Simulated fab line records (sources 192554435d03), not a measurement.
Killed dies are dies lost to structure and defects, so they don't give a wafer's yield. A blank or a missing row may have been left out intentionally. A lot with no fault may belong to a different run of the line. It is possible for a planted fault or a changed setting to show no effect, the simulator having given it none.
Problem report, 8D (eight disciplines) form, completed by code + flow n5-finfet + the parts of the form that need people (team, actions taken, sign-off) are left out

== 1. THE ISSUE ==
At N5_BEOL_M15_CMP_49, barrier-field-endpoint-s averages 13.16 s over 3 wafers from 2 lots, while fault-free wafers read 11.37 s, standard deviation 0.29. That puts it +6.2 standard deviations away from the usual mean.
The step: polishes, stops on SiO2, t overpolish 4.9 s, target thk 850 nm.
Seen first at day 20 08:44 on cmp-04, wafer L986.6. The record has a number at this step for 29 wafers belonging to 11 lots. By rule, "out" or "out of limits" means more than 4 standard deviations away from the usual mean. The other wafers with a number count as sound.

== 2. WHAT IT IS, AND WHAT IT ISN'T ==
| question                    | is                       | is not                                                                    |
|-----------------------------|--------------------------|---------------------------------------------------------------------------|
| which readings at this step | barrier-field-endpoint-s | motor-current-A                                                           |
| which lots                  | L986, L989               | L969, L970, L971, L973, L974, L975, L978, L982, L990                      |
| which wafers of those lots  | L986.6, L989.5, L989.6   | L986.3, L989.1                                                            |
| read on which tools         | cmp-04                   | cmp-01, cmp-03                                                            |
| when                        | from day 20 08:44        | up to then (22 sound wafers); but 4 sound wafers of L989, L990 came after |

== 3. SUSPECTS, AND WHAT RULES EACH OUT ==
Counting: any tool at a process step up to the reading remains a suspect provided it ran every lot that is out. Sound lots after the first of them don't rule it out here, since some wafers of a struck lot are sound.
- pvd-sputter-02 at N5_BEOL_M15_SPUTTER_43 (material TaN, target thk 15 nm, time 24.19 s): kept. It processed each lot that is out (first: L986, day 20 07:41); up to then, its last sound lot is L978 (day 17 18:26).
- cmp-04 at N5_BEOL_M15_CMP_49 (polishes, stops on SiO2, t overpolish 4.9 s, target thk 850 nm): kept. It processed each lot that is out (first: L986, day 20 08:44); up to then, its last sound lot is L982 (day 19 01:05). Its own readings are out on those wafers: barrier-field-endpoint-s.
The count leaves cmp-04 at N5_BEOL_M15_CMP_49 and pvd-sputter-02 at N5_BEOL_M15_SPUTTER_43.

== 4. THE CAUSE (what the simulator had put in) ==
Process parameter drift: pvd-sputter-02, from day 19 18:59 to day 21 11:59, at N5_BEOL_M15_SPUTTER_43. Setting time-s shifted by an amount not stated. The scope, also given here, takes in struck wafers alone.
After counting, 2 suspects remain, this tool included.

== 5. SEQUENCE OF EFFECTS, ordered by route ==
One row per reading whose mean, taken over the struck wafers that have a number, lies over 3 standard deviations from the usual. Only readings whose record carries a usual standard deviation are examined. hours: median over the lots of the time between each lot's start at the first step of this table that gives one and its start at this step. sigmas: the change, counted in usual standard deviations.
| hours | step               | reading                  | usual   | on struck wafers | change | sigmas |
|-------|--------------------|--------------------------|---------|------------------|--------|--------|
| 0     | N5_BEOL_M15_CMP_49 | barrier-field-endpoint-s | 11.37 s | 13.16            | +1.79  | +6.2   |
Here are the process steps it includes:
- N5_BEOL_M15_CMP_49: polishes, stops on SiO2, t overpolish 4.9 s, target thk 850 nm.

== 6. WHAT WOULD HAVE CAUGHT IT SOONER ==
14 hours passed between the start of the fault at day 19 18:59 and the first reading out of limits in this record, taken at day 20 08:44.
No tool reading at N5_BEOL_M15_SPUTTER_43 that has a usual standard deviation in the record was out on any struck wafer, so an alarm limit of 4 standard deviations on those readings would not have fired.
Among the 2 lots that are out, L989 began N5_BEOL_M15_SPUTTER_43 on pvd-sputter-02 after day 20 08:44. Putting the tool on hold at that point would have spared it.
